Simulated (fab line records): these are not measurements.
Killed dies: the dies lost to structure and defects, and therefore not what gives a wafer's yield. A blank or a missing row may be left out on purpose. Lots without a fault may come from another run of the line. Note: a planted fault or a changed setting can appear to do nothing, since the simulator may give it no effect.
2 desks, one fault	flow nand_harc	only its own numbers are on each desk; what lay behind them is given at the end

AT THE METROLOGY DESK
What the gauges read for every lot (on any tool): the sampled wafers with a number, averaged. Any lot whose mean is over 4 standard deviations away from the usual mean is out of limits and marked OUT; that distance is given in the brackets.
Columns: A = cd_nm at NHARC_THIN_TSV_CD_MEAS_37, usual 5000.1 nm
lot	first seen here	A
L851	day 23 20:29	5000.9
L853	day 24 03:35	5004.6
L852	day 24 18:59	5001.3
L854	day 25 02:18	5002.1
L856	day 25 12:21	4997.3
L858	day 27 01:31	4997.7
L857	day 27 15:08	5000.8
L859	day 27 19:52	4999.6
L861	day 28 05:56	5000.1
L867	day 30 23:30	4996.1
L873	day 33 09:38	5000.1
L874	day 33 11:04	5000.3
L872	day 33 11:51	5001.8
Finding of this desk: none of the 13 lots has anything out of limits.

FOR THE TOOL OWNER'S DESK: pvd_sputter-02
The tool's own readings at NHARC_THIN_TSV_PVD_51 (deposits Cu, target thk 100 nm): means of the sampled wafers that have a number, for each lot that ran on this tool. Any lot whose mean is over 4 standard deviations away from the usual mean is out of limits and marked OUT; that distance is given in the brackets.
Columns: A = throttle_valve_pct at NHARC_THIN_TSV_PVD_51, usual 29.9 %
lot	first seen here	A
L851	day 23 16:12	29.7
L852	day 24 14:47	30.4
L854	day 24 22:07	29.7
L856	day 25 08:01	30.4
L857	day 27 10:51	29.6
L867	day 30 19:10	29.7
Finding of this desk: none of the 6 lots has anything out of limits.

BROUGHT TOGETHER
From the metrology desk's view, nothing was out of limits.
The desk of the tool owner found nothing out of limits.

WHAT HAD BEEN PUT IN BY THE SIMULATOR
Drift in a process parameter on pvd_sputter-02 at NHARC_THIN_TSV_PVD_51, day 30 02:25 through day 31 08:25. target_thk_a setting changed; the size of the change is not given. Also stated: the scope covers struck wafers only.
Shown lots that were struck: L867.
